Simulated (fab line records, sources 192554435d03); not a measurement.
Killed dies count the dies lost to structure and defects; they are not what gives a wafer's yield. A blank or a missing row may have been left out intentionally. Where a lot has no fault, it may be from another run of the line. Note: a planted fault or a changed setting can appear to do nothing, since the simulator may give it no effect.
Which tool did it? ; flow n5 finfet ; at 1 step of a route of 1938, 12 lots with 36 wafers sampled

== WHAT THE GAUGES READ, wafer by wafer ==
N5_BEOL_M14_CD_MEAS_10 targets a cd of 250 nm.
lot;measured;on;cd nm (nm)
L074;day 11 15:59;cd sem-03;247.5 248.9 249.5
L077;day 12 13:32;cd sem-02;247.4 247.5 247.9
L080;day 12 22:31;cd sem-01;245.9 248.5 246.6
L081;day 13 11:59;cd sem-02;248.2 245.8 249.2
L082;day 13 22:02;cd sem-03;250.9 249.5 251.6
L085;day 14 12:34;cd sem-03;251.4 251.1 250.2
L089;day 15 06:13;cd sem-01;249.6 248.6 248.6
L087;day 15 06:55;cd sem-01;249.8 248.9 246.7
L090;day 15 08:25;cd sem-03;251.7 248.6 250.6
L094;day 16 09:32;cd sem-03;248.2 250.7 252.1
L096;day 17 01:17;cd sem-03;251.5 249.5 251.3
L097;day 17 15:56;cd sem-03;247.2 245.9 243.4

== TOOL THAT RAN EACH LOT (tool first, then ch and the chambers of the sampled wafers, then the start) ==
The record holds no process step before these readings.

== THE ANSWER, worked out from the rows above alone ==
Rule: the usual values come from the lots themselves. The widest of any qualifying gaps counts: lots, ordered by their means at a reading, are off when they make up no more than a third of the lots, leave a main group of 4 or more, and stand apart from it by 3 or more times the standard deviation of that group's means. If all means in a main group match to the digits the tables above print for the reading, that group is not used. A lot without any number at a reading at which 4 lots or more have one is off too. Any other lot the step has rows for is counted as sound.
Across all readings shown, no lot is off: no conclusion can be drawn from this.

== WHAT THE SIMULATOR HAD PUT IN ==
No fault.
